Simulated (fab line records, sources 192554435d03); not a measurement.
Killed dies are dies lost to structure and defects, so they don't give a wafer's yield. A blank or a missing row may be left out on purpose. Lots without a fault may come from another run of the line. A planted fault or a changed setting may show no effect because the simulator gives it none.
Which tool did it? | flow n5_finfet | 21 lots, 63 wafers sampled, at 6 steps of a route of 1938

WHAT THE GAUGES READ, wafer by wafer
N5_FIN_SAQP_INSPECT_40: inspects for defects (brightfield). Usual: raw_defect_count 216, standard deviation 68.
lot  | measured    | on                | raw_defect_count | flag
L074 | day 2 02:04 | defect_inspect-02 | 230 178 141      |
L075 | day 2 09:13 | defect_inspect-02 | 117 60 104       |
L076 | day 2 15:01 | defect_inspect-02 | 208 162 229      |
L077 | day 2 20:52 | defect_inspect-02 | 109 171 137      |
L079 | day 3 11:52 | defect_inspect-02 | 233 226 401      |
L080 | day 3 17:21 | defect_inspect-01 | 154 164 117      |
L081 | day 3 23:02 | defect_inspect-01 | 238 207 203      |
L082 | day 4 03:41 | defect_inspect-02 | 273 229 416      |
L083 | day 4 08:46 | defect_inspect-01 | 203 223 214      |
L084 | day 4 16:43 | defect_inspect-01 | 246 230 300      |
L085 | day 4 21:15 | defect_inspect-01 | 236 271 227      |
L086 | day 5 04:38 | defect_inspect-02 | 168 329 248      |
L087 | day 5 09:38 | defect_inspect-02 | 167 164 151      |
L088 | day 5 15:01 | defect_inspect-02 | 272 200 356      |
L089 | day 5 22:13 | defect_inspect-02 | 369 255 255      |
L090 | day 6 02:27 | defect_inspect-01 | 263 166 175      |
L091 | day 6 08:22 | defect_inspect-02 | 265 156 272      |
L092 | day 6 13:56 | defect_inspect-01 | 275 242 425      |
L094 | day 7 03:10 | defect_inspect-02 | 240 193 214      |
L095 | day 7 07:53 | defect_inspect-01 | 208 121 219      |
L097 | day 7 21:00 | defect_inspect-01 | 140 219 116      |

WHICH TOOL RAN EACH LOT (tool, then ch and the chambers of the sampled wafers, then the start)
lot  | N5_ZERO_LAYER_STRIP_24              | N5_FIN_SAQP_DESCUM_21             | N5_FIN_SAQP_ETCH_65             | N5_FIN_SAQP_ETCH_34               | N5_FIN_SAQP_STRIP_77
L074 | plasma_asher-02 ch 0,1, day 1 13:02 | rie_diel-04 ch 0,1,2, day 1 21:23 | rie_si-03 ch 0,1,2, day 1 23:58 | rie_diel-02 ch 0,2,3, day 2 01:35 | rie_diel-02 ch 0,2,3, day 2 01:37
L075 | plasma_asher-02 ch 0,1, day 1 18:55 | rie_diel-02 ch 0,1, day 2 05:04   | rie_si-04 ch 1,3, day 2 07:13   | rie_diel-04 ch 2,3, day 2 08:44   | rie_diel-04 ch 2,3, day 2 08:46
L076 | plasma_asher-01 ch 0,1, day 2 01:04 | rie_diel-04 ch 1,2, day 2 10:49   | rie_si-03 ch 0,2,3, day 2 13:01 | rie_diel-03 ch 1,2, day 2 14:32   | rie_diel-03 ch 1,2, day 2 14:34
L077 | plasma_asher-02 ch 0, day 2 07:00   | rie_diel-02 ch 1,2,3, day 2 16:18 | rie_si-02 ch 2,3, day 2 18:29   | rie_diel-03 ch 0,1, day 2 20:24   | rie_diel-03 ch 0,1, day 2 20:25
L079 | plasma_asher-01 ch 0,1, day 2 19:13 | rie_diel-02 ch 0,3, day 3 06:03   | rie_si-02 ch 1,2,3, day 3 09:46 | rie_diel-03 ch 2,3, day 3 11:25   | rie_diel-03 ch 2,3, day 3 11:26
L080 | plasma_asher-02 ch 0,1, day 3 01:02 | rie_diel-02 ch 0,3, day 3 10:37   | rie_si-04 ch 0,1, day 3 15:23   | rie_diel-04 ch 1,2,3, day 3 16:53 | rie_diel-04 ch 1,2,3, day 3 16:54
L081 | plasma_asher-02 ch 0,1, day 3 07:19 | rie_diel-03 ch 1,3, day 3 17:16   | rie_si-03 ch 0,1,2, day 3 19:31 | rie_diel-04 ch 0,1,2, day 3 22:34 | rie_diel-04 ch 0,1,2, day 3 22:35
L082 | plasma_asher-02 ch 0,1, day 3 13:19 | rie_diel-02 ch 0,1,3, day 3 23:14 | rie_si-03 ch 1,2,3, day 4 01:26 | rie_diel-04 ch 1,2,3, day 4 03:13 | rie_diel-04 ch 1,2,3, day 4 03:14
L083 | plasma_asher-02 ch 0,1, day 3 18:58 | rie_diel-02 ch 1,2,3, day 4 03:37 | rie_si-04 ch 0,1,2, day 4 05:47 | rie_diel-04 ch 0,3, day 4 08:18   | rie_diel-04 ch 0,3, day 4 08:20
L084 | plasma_asher-02 ch 0,1, day 4 01:03 | rie_diel-04 ch 1,2,3, day 4 11:10 | rie_si-03 ch 0,3, day 4 13:48   | rie_diel-02 ch 1,2, day 4 16:15   | rie_diel-02 ch 1,2, day 4 16:16
L085 | plasma_asher-01 ch 0,1, day 4 07:05 | rie_diel-03 ch 0,1, day 4 16:44   | rie_si-02 ch 0,1,3, day 4 18:55 | rie_diel-02 ch 1,2, day 4 20:47   | rie_diel-02 ch 1,2, day 4 20:49
L086 | plasma_asher-02 ch 0,1, day 4 13:07 | rie_diel-04 ch 0,2,3, day 4 22:03 | rie_si-02 ch 0,1,2, day 5 01:34 | rie_diel-04 ch 0,1,2, day 5 04:10 | rie_diel-04 ch 0,1,2, day 5 04:11
L087 | plasma_asher-02 ch 0,1, day 4 19:30 | rie_diel-02 ch 0,1, day 5 05:07   | rie_si-03 ch 0,3, day 5 07:38   | rie_diel-03 ch 0,1,3, day 5 09:09 | rie_diel-03 ch 0,1,3, day 5 09:11
L088 | plasma_asher-01 ch 0,1, day 5 00:53 | rie_diel-04 ch 1,2, day 5 10:32   | rie_si-04 ch 0,1,3, day 5 12:49 | rie_diel-03 ch 1,2,3, day 5 14:34 | rie_diel-03 ch 1,2,3, day 5 14:35
L089 | plasma_asher-02 ch 0,1, day 5 06:53 | rie_diel-04 ch 1,2,3, day 5 16:08 | rie_si-04 ch 0,1,2, day 5 19:35 | rie_diel-02 ch 1,2,3, day 5 21:44 | rie_diel-02 ch 1,2,3, day 5 21:46
L090 | plasma_asher-01 ch 0,1, day 5 13:17 | rie_diel-03 ch 1,2,3, day 5 21:45 | rie_si-04 ch 0,1,2, day 5 23:55 | rie_diel-02 ch 0,1,2, day 6 01:59 | rie_diel-02 ch 0,1,2, day 6 02:00
L091 | plasma_asher-01 ch 0,1, day 5 18:55 | rie_diel-04 ch 0,1, day 6 03:50   | rie_si-04 ch 1,2, day 6 06:00   | rie_diel-02 ch 1,2,3, day 6 07:54 | rie_diel-02 ch 1,2,3, day 6 07:55
L092 | plasma_asher-02 ch 0,1, day 6 00:55 | rie_diel-03 ch 0,2,3, day 6 09:47 | rie_si-03 ch 0,2,3, day 6 11:55 | rie_diel-02 ch 0,1, day 6 13:28   | rie_diel-02 ch 0,1, day 6 13:30
L094 | plasma_asher-01 ch 0,1, day 6 12:55 | rie_diel-04 ch 0,1,3, day 6 21:50 | rie_si-02 ch 0,1,3, day 7 00:51 | rie_diel-04 ch 0,3, day 7 02:41   | rie_diel-04 ch 0,3, day 7 02:43
L095 | plasma_asher-01 ch 0,1, day 6 18:54 | rie_diel-04 ch 0,1, day 7 03:13   | rie_si-02 ch 0,2, day 7 05:46   | rie_diel-02 ch 2,3, day 7 07:25   | rie_diel-02 ch 2,3, day 7 07:26
L097 | plasma_asher-02 ch 0,1, day 7 07:01 | rie_diel-03 ch 1,2,3, day 7 16:32 | rie_si-04 ch 0,1,2, day 7 18:44 | rie_diel-03 ch 1,2,3, day 7 20:32 | rie_diel-03 ch 1,2,3, day 7 20:34
- N5_ZERO_LAYER_STRIP_24: strips in O2.
- N5_FIN_SAQP_DESCUM_21: chemistry O2, time 7.9 s.
- N5_FIN_SAQP_ETCH_65: etches SiO2 in CF4, target depth 4 nm, time 4.4 s.
- N5_FIN_SAQP_ETCH_34: etches SiO2 in C4F6/O2, target depth 45 nm, time 15 s.
- N5_FIN_SAQP_STRIP_77: strips in N2/H2, time 90 s.

WHAT THE TOOLS THEMSELVES READ (means of the sampled wafers that have a number; where no wafer has one, the mark that the record gives instead)
N5_ZERO_LAYER_STRIP_24. Usual: drypump_motor_current_A 5.6 A, standard deviation 0.38; heater_power_w 376 W, standard deviation 21; oes_product_au 0.646 a.u., standard deviation 0.0047; strip_time_to_endpoint_s 43.84 s, standard deviation 0.087.
lot  | tool            | drypump_motor_current_A (A) | heater_power_w (W) | oes_product_au (a.u.) | strip_time_to_endpoint_s (s) | flag
L074 | plasma_asher-02 | 5.5                         | 365                | 0.647                 | 43.66                        |
L075 | plasma_asher-02 | 5.6                         | 370                | 0.649                 | 43.80                        |
L076 | plasma_asher-01 | 5.4                         | 374                | 0.645                 | 43.83                        |
L077 | plasma_asher-02 | 5.7                         | 380                | 0.648                 | 43.86                        |
L079 | plasma_asher-01 | 5.4                         | 373                | 0.649                 | 43.87                        |
L080 | plasma_asher-02 | 5.5                         | 376                | 0.646                 | 43.87                        |
L081 | plasma_asher-02 | 5.6                         | 370                | 0.650                 | 43.81                        |
L082 | plasma_asher-02 | 5.6                         | 377                | 0.644                 | 43.99                        |
L083 | plasma_asher-02 | 5.5                         | 364                | 0.647                 | 43.83                        |
L084 | plasma_asher-02 | 5.5                         | 372                | 0.646                 | 43.79                        |
L085 | plasma_asher-01 | 5.5                         | 367                | 0.643                 | 43.87                        |
L086 | plasma_asher-02 | 5.5                         | 364                | 0.646                 | 43.98                        |
L087 | plasma_asher-02 | 5.6                         | 380                | 0.648                 | 43.68                        |
L088 | plasma_asher-01 | 5.5                         | 377                | 0.647                 | 43.84                        |
L089 | plasma_asher-02 | 5.5                         | 364                | 0.648                 | 43.99                        |
L090 | plasma_asher-01 | 5.8                         | 387                | 0.647                 | 43.92                        |
L091 | plasma_asher-01 | 5.4                         | 375                | 0.651                 | 43.80                        |
L092 | plasma_asher-02 | 5.5                         | 374                | 0.643                 | 43.79                        |
L094 | plasma_asher-01 | 5.5                         | 375                | 0.641                 | 43.87                        |
L095 | plasma_asher-01 | 5.5                         | 374                | 0.651                 | 43.79                        |
L097 | plasma_asher-02 | 5.5                         | 374                | 0.644                 | 43.86                        |

N5_FIN_SAQP_DESCUM_21. Usual: drypump_motor_current_A 5.6 A, standard deviation 0.52; oes_product_au 0.76 a.u., standard deviation 0.081; rf_vpp_V 242.8 V, standard deviation 1.3; showerhead_plenum_p_Torr 2.07 Torr, standard deviation 0.061; throttle_valve_pct 20.48 %, standard deviation 0.22.
lot  | tool        | drypump_motor_current_A (A) | oes_product_au (a.u.) | rf_vpp_V (V) | showerhead_plenum_p_Torr (Torr) | throttle_valve_pct (%) | flag
L074 | rie_diel-04 | 5.3                         | 0.74                  | 244.3        | 2.11                            | 20.58                  |
L075 | rie_diel-02 | 6.0                         | 0.73                  | 241.6        | 2.04                            | 20.30                  |
L076 | rie_diel-04 | 5.7                         | 0.77                  | 244.5        | 2.15                            | 20.68                  |
L077 | rie_diel-02 | 5.6                         | 0.79                  | 242.3        | 2.04                            | 20.31                  |
L079 | rie_diel-02 | 5.2                         | 0.72                  | 241.4        | 1.99                            | 20.71                  |
L080 | rie_diel-02 | 5.2                         | 0.72                  | 241.4        | 1.98                            | 20.71                  |
L081 | rie_diel-03 | 5.3                         | 0.84                  | 243.7        | 2.11                            | 20.22                  |
L082 | rie_diel-02 | 5.6                         | 0.70                  | 241.6        | 2.01                            | 20.49                  |
L083 | rie_diel-02 | 5.6                         | 0.77                  | 241.9        | 2.03                            | 20.32                  |
L084 | rie_diel-04 | 5.8                         | 0.74                  | 243.1        | 2.11                            | 20.60                  |
L085 | rie_diel-03 | 5.8                         | 0.94                  | 242.8        | 2.07                            | 20.53                  |
L086 | rie_diel-04 | 5.4                         | 0.71                  | 242.5        | 2.06                            | 20.52                  |
L087 | rie_diel-02 | 6.0                         | 0.71                  | 242.5        | 2.03                            | 20.34                  |
L088 | rie_diel-04 | 5.4                         | 0.73                  | 243.1        | 2.11                            | 20.66                  |
L089 | rie_diel-04 | 5.7                         | 0.72                  | 242.6        | 2.10                            | 20.63                  |
L090 | rie_diel-03 | 5.4                         | 0.77                  | 242.9        | 2.11                            | 20.31                  |
L091 | rie_diel-04 | 5.6                         | 0.73                  | 244.4        | 2.13                            | 20.70                  |
L092 | rie_diel-03 | 5.7                         | 0.80                  | 243.2        | 2.11                            | 20.46                  |
L094 | rie_diel-04 | 5.7                         | 0.71                  | 243.6        | 2.09                            | 20.62                  |
L095 | rie_diel-04 | 5.7                         | 0.73                  | 244.1        | 2.13                            | 20.70                  |
L097 | rie_diel-03 | 5.5                         | 0.76                  | 242.5        | 2.10                            | 20.35                  |

N5_FIN_SAQP_ETCH_65. Usual: drypump_motor_current_A 5.7 A, standard deviation 0.42; oes_product_au 0.999 a.u., standard deviation 0.025; throttle_valve_pct 21.72 %, standard deviation 0.25.
lot  | tool      | drypump_motor_current_A (A) | oes_product_au (a.u.) | throttle_valve_pct (%) | flag
L074 | rie_si-03 | 5.7                         | 1.024                 | 21.66                  |
L075 | rie_si-04 | 5.8                         | 0.981                 | 21.44                  |
L076 | rie_si-03 | 6.0                         | 1.010                 | 21.71                  |
L077 | rie_si-02 | 5.1                         | 1.013                 | 21.82                  |
L079 | rie_si-02 | 5.6                         | 1.016                 | 21.64                  |
L080 | rie_si-04 | 5.9                         | 0.971                 | 21.80                  |
L081 | rie_si-03 | 5.7                         | 1.016                 | 21.66                  |
L082 | rie_si-03 | 5.6                         | 0.988                 | 21.78                  |
L083 | rie_si-04 | 5.9                         | 0.992                 | 21.91                  |
L084 | rie_si-03 | 5.9                         | 1.002                 | 21.82                  |
L085 | rie_si-02 | 5.7                         | 1.003                 | 21.52                  |
L086 | rie_si-02 | 5.5                         | 1.003                 | 21.76                  |
L087 | rie_si-03 | 5.9                         | 0.997                 | 21.81                  |
L088 | rie_si-04 | 5.9                         | 0.980                 | 21.62                  |
L089 | rie_si-04 | 5.9                         | 0.992                 | 21.91                  |
L090 | rie_si-04 | 6.0                         | 0.989                 | 21.92                  |
L091 | rie_si-04 | 5.9                         | 0.986                 | 21.91                  |
L092 | rie_si-03 | 6.0                         | 1.006                 | 21.70                  |
L094 | rie_si-02 | 5.7                         | 0.998                 | 21.53                  |
L095 | rie_si-02 | 5.0                         | 1.003                 | 21.95                  |
L097 | rie_si-04 | 5.9                         | 0.985                 | 21.90                  |

N5_FIN_SAQP_ETCH_34. Usual: O2_flow_sccm 10.001 sccm, standard deviation 0.03; drypump_motor_current_A 5.6 A, standard deviation 0.5; etch_rf_on_time_s 15.01 s, standard deviation 0.27; oes_product_au 0.66 a.u., standard deviation 0.075; rf_vpp_V 673 V, standard deviation 12; showerhead_plenum_p_Torr 2.83 Torr, standard deviation 0.086; throttle_valve_pct 21.07 %, standard deviation 0.28.
lot  | tool        | O2_flow_sccm (sccm) | drypump_motor_current_A (A) | etch_rf_on_time_s (s) | oes_product_au (a.u.) | rf_vpp_V (V) | showerhead_plenum_p_Torr (Torr) | throttle_valve_pct (%) | flag
L074 | rie_diel-02 | 10.002              | 5.2                         | 15.07                 | 0.69                  | 664          | 2.75                            | 21.16                  |
L075 | rie_diel-04 | 9.987               | 5.5                         | 15.08                 | 0.62                  | 666          | 2.81                            | 21.05                  |
L076 | rie_diel-03 | 9.987               | 5.5                         | 14.84                 | 0.73                  | 689          | 2.80                            | 20.76                  |
L077 | rie_diel-03 | 10.009              | 5.6                         | 14.82                 | 0.70                  | 684          | 2.79                            | 20.99                  |
L079 | rie_diel-03 | 9.992               | 5.4                         | 15.35                 | 0.65                  | 672          | 2.93                            | 21.00                  |
L080 | rie_diel-04 | 9.983               | 5.7                         | 14.98                 | 0.63                  | 672          | 2.86                            | 21.18                  |
L081 | rie_diel-04 | 10.024              | 5.4                         | 14.69                 | 0.63                  | 676          | 2.86                            | 21.24                  |
L082 | rie_diel-04 | 10.026              | 5.8                         | 15.03                 | 0.62                  | 672          | 2.86                            | 21.18                  |
L083 | rie_diel-04 | 9.939               | 5.8                         | 15.06                 | 0.61                  | 671          | 2.80                            | 21.06                  |
L084 | rie_diel-02 | 10.001              | 6.0                         | 15.25                 | 0.65                  | 662          | 2.79                            | 20.73                  |
L085 | rie_diel-02 | 10.007              | 6.0                         | 15.28                 | 0.65                  | 663          | 2.79                            | 20.73                  |
L086 | rie_diel-04 | 10.000              | 5.3                         | 14.94                 | 0.62                  | 676          | 2.85                            | 21.24                  |
L087 | rie_diel-03 | 9.986               | 5.5                         | 14.88                 | 0.74                  | 677          | 2.85                            | 21.00                  |
L088 | rie_diel-03 | 9.995               | 5.5                         | 15.02                 | 0.67                  | 680          | 2.86                            | 20.92                  |
L089 | rie_diel-02 | 9.985               | 5.6                         | 15.09                 | 0.72                  | 669          | 2.87                            | 20.81                  |
L090 | rie_diel-02 | 10.007              | 5.5                         | 15.23                 | 0.65                  | 663          | 2.76                            | 21.04                  |
L091 | rie_diel-02 | 9.970               | 5.6                         | 14.89                 | 0.72                  | 669          | 2.86                            | 20.81                  |
L092 | rie_diel-02 | 9.990               | 6.0                         | 15.43                 | 0.60                  | 665          | 2.77                            | 20.99                  |
L094 | rie_diel-04 | 10.006              | 5.8                         | 15.17                 | 0.59                  | 671          | 2.79                            | 21.09                  |
L095 | rie_diel-02 | 10.034              | 5.3                         | 14.53                 | 0.79                  | 674          | 2.94                            | 20.88                  |
L097 | rie_diel-03 | 9.999               | 5.5                         | 15.07                 | 0.65                  | 680          | 2.85                            | 20.94                  |

N5_FIN_SAQP_STRIP_77. Usual: drypump_motor_current_A 5.6 A, standard deviation 0.5; h2_flow_sccm 299.8 sccm, standard deviation 0.93; oes_product_au 0.77 a.u., standard deviation 0.089; rf_vpp_V 45.4 V, standard deviation 0.81; showerhead_plenum_p_Torr 3.37 Torr, standard deviation 0.1; throttle_valve_pct 12.27 %, standard deviation 0.29.
lot  | tool        | drypump_motor_current_A (A) | h2_flow_sccm (sccm) | oes_product_au (a.u.) | rf_vpp_V (V) | showerhead_plenum_p_Torr (Torr) | throttle_valve_pct (%) | flag
L074 | rie_diel-02 | 5.2                         | 300.0               | 0.80                  | 45.0         | 3.25                            | 12.23                  |
L075 | rie_diel-04 | 5.5                         | 301.3               | 0.73                  | 45.6         | 3.35                            | 12.33                  |
L076 | rie_diel-03 | 5.5                         | 299.0               | 0.84                  | 45.8         | 3.32                            | 11.92                  |
L077 | rie_diel-03 | 5.6                         | 299.7               | 0.82                  | 45.7         | 3.31                            | 12.09                  |
L079 | rie_diel-03 | 5.4                         | 300.2               | 0.76                  | 44.4         | 3.50                            | 12.25                  |
L080 | rie_diel-04 | 5.8                         | 299.4               | 0.74                  | 45.4         | 3.39                            | 12.38                  |
L081 | rie_diel-04 | 5.4                         | 300.3               | 0.73                  | 45.3         | 3.41                            | 12.52                  |
L082 | rie_diel-04 | 5.8                         | 299.2               | 0.74                  | 45.4         | 3.39                            | 12.39                  |
L083 | rie_diel-04 | 5.8                         | 299.9               | 0.71                  | 45.3         | 3.35                            | 12.41                  |
L084 | rie_diel-02 | 6.0                         | 299.0               | 0.77                  | 44.8         | 3.33                            | 12.06                  |
L085 | rie_diel-02 | 6.0                         | 300.0               | 0.77                  | 45.4         | 3.33                            | 12.06                  |
L086 | rie_diel-04 | 5.3                         | 299.8               | 0.72                  | 45.3         | 3.40                            | 12.54                  |
L087 | rie_diel-03 | 5.5                         | 299.0               | 0.86                  | 45.2         | 3.39                            | 12.07                  |
L088 | rie_diel-03 | 5.5                         | 300.8               | 0.78                  | 45.2         | 3.40                            | 12.15                  |
L089 | rie_diel-02 | 5.6                         | 300.0               | 0.86                  | 45.7         | 3.41                            | 11.94                  |
L090 | rie_diel-02 | 5.6                         | 300.0               | 0.77                  | 45.2         | 3.29                            | 12.23                  |
L091 | rie_diel-02 | 5.6                         | 299.9               | 0.84                  | 46.7         | 3.40                            | 11.98                  |
L092 | rie_diel-02 | 6.0                         | 299.8               | 0.70                  | 46.0         | 3.28                            | 12.26                  |
L094 | rie_diel-04 | 5.8                         | 299.9               | 0.69                  | 45.8         | 3.34                            | 12.48                  |
L095 | rie_diel-02 | 5.3                         | 299.2               | 0.92                  | 45.7         | 3.48                            | 11.86                  |
L097 | rie_diel-03 | 5.5                         | 299.3               | 0.75                  | 45.6         | 3.39                            | 12.19                  |

THE ANSWER, worked out from the rows above alone
Rule: a lot is off if the mean of its wafers that have a number lies more than 3 standard deviations from the usual mean. A lot without any number at a reading at which 4 lots or more have one is off too. The other lots that the step has rows for count as sound. The gauges are gone through in route order, then the tools' own readings, and for those a lot's mean is taken as printed above. The first step at which some lot is off is used, and at that step the reading that is off furthest; a lot without a number counts as furthest.
No lot is off at any reading shown: from this, nothing can be told.

WHAT THE SIMULATOR HAD PUT IN
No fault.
